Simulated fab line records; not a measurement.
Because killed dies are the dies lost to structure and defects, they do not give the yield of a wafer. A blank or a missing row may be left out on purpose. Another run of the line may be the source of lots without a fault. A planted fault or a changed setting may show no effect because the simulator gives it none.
Chamber matching ; flow n5-finfet ; 4 sister chambers for N5_BEOL_M8_CMP_52 on cmp-01
The step polishes, stops on SiCOH lowk, t overpolish 6.9 s, target thk 80 nm. 8 wafers are shown with their chamber, then 8 later ones without.

EACH WAFER AND ITS CHAMBER
wafer;chamber;motor-current-A (A);time-to-endpoint-s (s)
L077.3;3;4.7;62.8
L079.3;1;5.6;65.9
L079.4;2;5.8;62.6
L079.6;3;4.8;62.5
L081.1;0;5.5;64.4
L081.5;1;5.7;68.4
L081.6;2;6.1;64.7
L086.1;0;5.2;65.5

WAFERS WITH NO CHAMBER GIVEN
wafer;motor-current-A (A);time-to-endpoint-s (s)
L086.3;4.9;63.0
L086.5;5.9;64.8
L090.1;5.7;61.7
L090.2;5.4;64.2
L090.5;5.4;64.5
L091.2;5.1;63.5
L091.3;4.9;57.4
L091.6;5.9;62.6

THE CHAMBER EACH PASSED THROUGH
wafer;from the rows above;in truth
L086.3;3;3
L086.5;can't be placed: 2 or 1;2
L090.1;can't be placed: 2 or 0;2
L090.2;0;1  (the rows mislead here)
L090.5;0;0
L091.2;can't be placed: 0 or 3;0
L091.3;3;3
L091.6;2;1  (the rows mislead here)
Correctly placed: 3 of 8. Not placeable from these rows: 3 (in 3, the candidates include the true chamber). 2 placed wrongly.
How it was worked out, from the rows above alone: a wafer's distance from a chamber is the root of the sum, over the readings, of the square of ((its reading less the chamber's mean) divided by the reading's scatter). The wafer belongs to the nearest chamber; if the next one is less than 2 further off, it can't be placed. A chamber's mean is the mean of its shown wafers. The scatter is the square root of a quotient: the sum, over the shown wafers, of each reading's squared deviation from its chamber's mean, divided by wafers minus chambers.
